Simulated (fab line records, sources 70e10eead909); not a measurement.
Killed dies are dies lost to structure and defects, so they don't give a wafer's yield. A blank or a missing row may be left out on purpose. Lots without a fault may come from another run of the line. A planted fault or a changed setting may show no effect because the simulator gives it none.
fab line records | flow nand_harc
record lots=13 wafers=39 last_day=34
route steps=1302 shown P_STI@80 P_GATE@174 P_CONTACT@238
lots that met no fault: from a run of the same line without faults
start_h: hours from the record's first day to the start of the lot's first wafer shown | wait_h: hours since the lot's step before | " the same as in the row above | L1.1+2: a row that stands for several wafers | - no value, or no start given | * or withheld: withheld | < > ~ a bound
route shown NAME@n: a module of which the file shows steps, and the number in the route of the first | usual: mean/standard deviation of fault-free wafers | same: alike in all rows | chamber/n: place in a boat | sites: the reading at each site | _std_site: their standard deviation | _edge_site: outer sites' mean less inner sites' | radius_mm: how far each site lies from the wafer's centre | mask NAME#n: copy n | behind: the tool/chamber that last shaped the wafer | hold: why the lot was held/for how many hours/how that ended | device: the transistor (n, p or np) that didn't switch | end of line: the same wafers' tests at the end of the route | a step without rows: its recipe alone | killed: dies lost to structure and defects at the first sort, not the wafer's yield | map: a wafer's dies, x killed, . not, _ none there
set.NAME: the setting as run; set.NAME@STEP: as run at that earlier step | model.NAME: the simulator's own value behind a step, which no gauge read
steps of the route over a sample of lots; a table a step, a row a wafer
services: from which hour (start_h, from the record's first day; less than 0 if before it) a tool's chamber was out of use, for how many hours, and why
## steps
# step NHARC_P_STI_EXPOSE_06
# recipe na=0.55 target_cd_nm=200 dose_mj=37.69 mask_id=P_STI
# columns lot.wafer tool chamber start_h wait_h mask
L129.3+4+5 krf_scanner-04 0 44.27 - P_STI#0
L130.1+2+6 krf_scanner-04 0 54.29 - P_STI#0
L131.3+4+5 krf_scanner-02 0 64.85 - P_STI#0
L132.1+2+3 krf_scanner-02 0 75.28 - P_STI#0
L134.2+3+5 krf_scanner-04 0 96.65 - P_STI#0
L135.2+3+4 krf_scanner-04 0 104.31 - P_STI#0
L136.1+2+4 krf_scanner-04 0 111.40 - P_STI#0
L138.1+3+6 krf_scanner-02 0 134.17 - P_STI_R1#0
L147.1+3+4 krf_scanner-02 0 226.41 - P_STI#0
L148.2+4+5 krf_scanner-03 0 237.43 - P_STI#0
L150.1+3+5 krf_scanner-03 0 253.48 - P_STI#0
L151.1+3+4 krf_scanner-02 0 264.05 - P_STI#0
L152.3+4+6 krf_scanner-03 0 274.21 - P_STI#0
# step NHARC_P_GATE_STRIP_111
# recipe power_w=1500 temp_c=110 time_s=250 chemistry=N2/H2
# usual drypump_motor_current_A=6.0/0.4 heater_power_w=85/6.9 temp_c=110.00/0.14
# same time_s=250
# columns lot.wafer tool chamber start_h wait_h drypump_motor_current_A heater_power_w rf_hours_counter_h temp_c
L129.4 plasma_asher-01 1 114.50 0.2 5.5 89 - 110.00
L129.3 " 0 " " 6.5 76 - 109.94
L129.5 " 0 " " 6.6 74 - 109.90
L130.1 plasma_asher-01 1 117.54 0.2 5.6 92 28 109.90
L130.2 " 0 " " 6.6 76 28 109.95
L130.6 " 1 " " 5.5 92 - 109.70
L131.4 plasma_asher-02 1 129.46 0.2 6.1 83 - 109.92
L131.3 " 0 " " 5.7 96 - 109.94
L131.5 " 1 " " 6.1 83 - 110.15
L132.1 plasma_asher-01 0 142.60 0.2 6.6 76 32 109.79
L132.2 " 1 " " 5.4 91 32 109.66
L132.3 " 1 " " 5.5 92 - 109.76
L134.2 plasma_asher-02 1 160.58 0.2 6.1 81 14 109.93
L134.3 " 1 " " 6.1 81 - 110.17
L134.5 " 1 " " 6.1 81 - 110.09
L135.2 plasma_asher-02 1 172.11 0.3 6.1 82 17 109.70
L135.4 " 0 " " 5.7 98 - 110.12
L135.3 " 1 " " 6.1 81 - 109.93
L136.2 plasma_asher-01 0 174.65 0.2 6.6 77 0 110.02
L136.1 " 1 " " 5.5 89 0 109.87
L136.4 " 1 " " 5.5 87 - 110.12
L138.1 plasma_asher-01 0 195.87 0.2 6.5 78 3 109.97
L138.3 " 0 " " 6.5 77 - 109.86
L138.6 " 1 " " 5.5 86 - 110.00
L147.1 plasma_asher-02 1 297.25 0.2 6.1 83 8 110.15
L147.3 " 1 " " 6.1 80 - 110.15
L147.4 " 0 " " 5.7 93 - 109.99
L148.2 plasma_asher-02 1 308.66 0.2 6.1 82 11 110.00
L148.4 " 0 " " 5.7 90 - 110.01
L148.5 " 0 " " 5.7 92 - 110.08
L150.1 plasma_asher-02 0 324.71 0.2 5.7 91 14 110.18
L150.3 " 0 " " 5.7 91 - 109.99
L150.5 " 0 " " 5.7 93 - 109.94
L151.1 plasma_asher-02 1 330.95 0.2 6.1 82 15 109.98
L151.3 " 1 " " 6.1 82 - 110.30
L151.4 " 0 " " 5.7 92 - 109.90
L152.4 plasma_asher-01 0 342.29 0.2 6.6 77 - 110.23
L152.3 " 1 " " 5.5 87 - 109.83
L152.6 " 1 " " 5.6 86 - 110.06
# step NHARC_P_CONTACT_ETCH_18
# recipe target_depth_a=4810 time_s=240.5 c4f8_flow_sccm=20 o2_flow_sccm=10 ar_flow_sccm=withheld rf_w=600 bias_w=1500 chemistry=C4F8/O2/Ar
# usual oes_product_au=0.956/0.021 rf_vpp_V=982/4.4
# same time_s=240.5
# columns lot.wafer tool chamber start_h wait_h oes_product_au rf_hours_counter_h rf_vpp_V
L129.3 rie_diel-12 0 - - 0.981 0.7 985
L129.4 " 2 " " 0.955 0.6 972
L129.5 " 0 " " 0.988 - 988
L130.2 rie_diel-12 3 - - 0.933 0.6 982
L130.1 " 0 " " 0.928 1.0 986
L130.6 " 0 " " 0.923 - 986
L131.3 rie_diel-12 3 - - 1.000 1.3 982
L131.4 " 0 " " 0.985 1.8 986
L131.5 " 2 " " 0.958 - 973
L132.3 rie_diel-02 2 - - 0.940 2.8 986
L132.1 " 3 " " 0.964 2.8 985
L132.2 " 0 " " 0.974 2.4 980
L134.2 rie_diel-07 0 - - 0.962 2.6 984
L134.3 " 1 " " 0.969 2.3 987
L134.5 " 3 " " 0.976 - 982
L135.3 rie_diel-12 3 - - 0.964 2.1 985
L135.2 " 1 " " 0.980 2.8 981
L135.4 " 2 " " 0.958 2.5 972
L136.2 rie_diel-07 3 - - 0.962 3.8 979
L136.4 " 1 " " 0.972 3.6 987
L136.1 " 2 " " 0.981 3.2 973
L138.3 rie_diel-02 3 - - 0.983 4.0 984
L138.1 " 0 " " 0.952 3.5 980
L138.6 " 3 " " 0.979 - 986
L147.4 rie_diel-12 3 - - 0.964 1.2 983
L147.1 " 0 " " 0.920 0.3 987
L147.3 " 2 " " 0.957 1.2 973
L148.2 rie_diel-02 2 - - 0.985 3.0 985
L148.4 " 1 " " 0.969 3.0 983
L148.5 " 2 " " 0.975 - 985
L150.3 rie_diel-07 3 - - 0.954 2.1 981
L150.1 " 0 " " 0.945 1.9 983
L150.5 " 3 " " 0.956 - 981
L151.3 rie_diel-07 2 - - 0.952 2.1 975
L151.4 " 0 " " 0.964 2.2 982
L151.1 " 1 " " 0.971 2.0 988
L152.3 rie_diel-12 1 - - 0.927 2.3 981
L152.6 " 2 " " 0.936 - 974
L152.4 " 1 " " 0.925 - 981
# step NHARC_P_CONTACT_INSPECT_27
# usual raw_defect_count=266/130
# columns lot.wafer tool chamber start_h wait_h raw_defect_count
L129.3 defect_inspect-02 - 125.28 0.1 127
L129.4 " - " " 215
L129.5 " - " " 195
L130.1 defect_inspect-02 - 128.46 0.1 470
L130.2 " - " " 366
L130.6 " - " " 307
L131.3 defect_inspect-02 - 139.99 0.1 153
L131.4 " - " " 317
L131.5 " - " " 154
L132.1 defect_inspect-01 - 153.69 0.1 320
L132.2 " - " " 291
L132.3 " - " " 324
L134.2 defect_inspect-02 - 171.47 0.1 166
L134.3 " - " " 100
L134.5 " - " " 130
L135.2 defect_inspect-02 - 183.20 0.1 564
L135.3 " - " " 703
L135.4 " - " " 717
L136.1 defect_inspect-02 - 185.42 0.1 312
L136.2 " - " " 286
L136.4 " - " " 680
L138.1 defect_inspect-01 - 206.61 0.1 170
L138.3 " - " " 114
L138.6 " - " " 154
L147.1 defect_inspect-01 - 308.20 0.1 267
L147.3 " - " " 439
L147.4 " - " " 364
L148.2 defect_inspect-01 - 319.12 0.1 201
L148.4 " - " " 314
L148.5 " - " " 129
L150.1 defect_inspect-02 - 338.56 0.1 251
L150.3 " - " " 220
L150.5 " - " " 184
L151.1 defect_inspect-02 - 341.60 0.1 235
L151.3 " - " " 200
L151.4 " - " " 228
L152.3 defect_inspect-02 - 353.74 0.1 309
L152.4 " - " " 262
L152.6 " - " " 210
## services
# columns tool chamber start_h hours kind
rie_diel-02 - 39.70 9.0 pm
krf_scanner-03 - 52.00 4.0 pm
plasma_asher-02 - 72.00 9.0 pm
rie_diel-12 - 91.44 9.0 pm
krf_scanner-02 - 94.00 4.0 pm
rie_diel-07 - 117.20 9.0 pm
krf_scanner-02 - 128.81 3.4 repair
rie_diel-07 2 152.82 14.4 repair
plasma_asher-01 - 165.21 9.0 pm
krf_scanner-04 - 185.33 4.0 pm
rie_diel-12 0 189.20 18.0 repair
krf_scanner-04 - 189.52 0.4 repair
rie_diel-07 0 212.98 8.6 repair
rie_diel-12 - 218.20 0.8 repair
krf_scanner-02 - 219.87 0.6 repair
krf_scanner-04 - 246.89 133.5 repair
plasma_asher-02 - 249.00 9.0 pm
krf_scanner-02 - 266.00 4.0 pm
rie_diel-12 0 267.04 37.2 repair
rie_diel-12 - 268.44 9.0 pm
rie_diel-07 - 294.20 9.0 pm
rie_diel-07 0 306.84 2.5 repair
rie_diel-12 1 312.92 2.7 repair
rie_diel-12 3 348.33 5.5 repair
## key
first_sign step=NHARC_P_STI_EXPOSE_06 reading=mask direction=changed
effect none on later readings
met_at NHARC_P_STI_EXPOSE_06
struck_lots L138
tester_left_out L138
not_acting_at NHARC_P_GATE_STRIP_111,NHARC_P_CONTACT_ETCH_18,NHARC_P_CONTACT_INSPECT_27
onset_between 75.28 134.17
fault kind=wrong_mask tool=any chamber=- onset_h=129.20 steps=NHARC_P_STI_EXPOSE_06 aux_copy=P_STI_R1#0 cd_offset_nm=2.2019 scope=struck_lots_only
# tester_left_out: of these lots the tester's yield and bins aren't shown, on N5 and GAA mostly nor the transistor test; their killed dies are dies lost to structure and defects alone, not to doping, threshold or leakage, so they don't give the yield
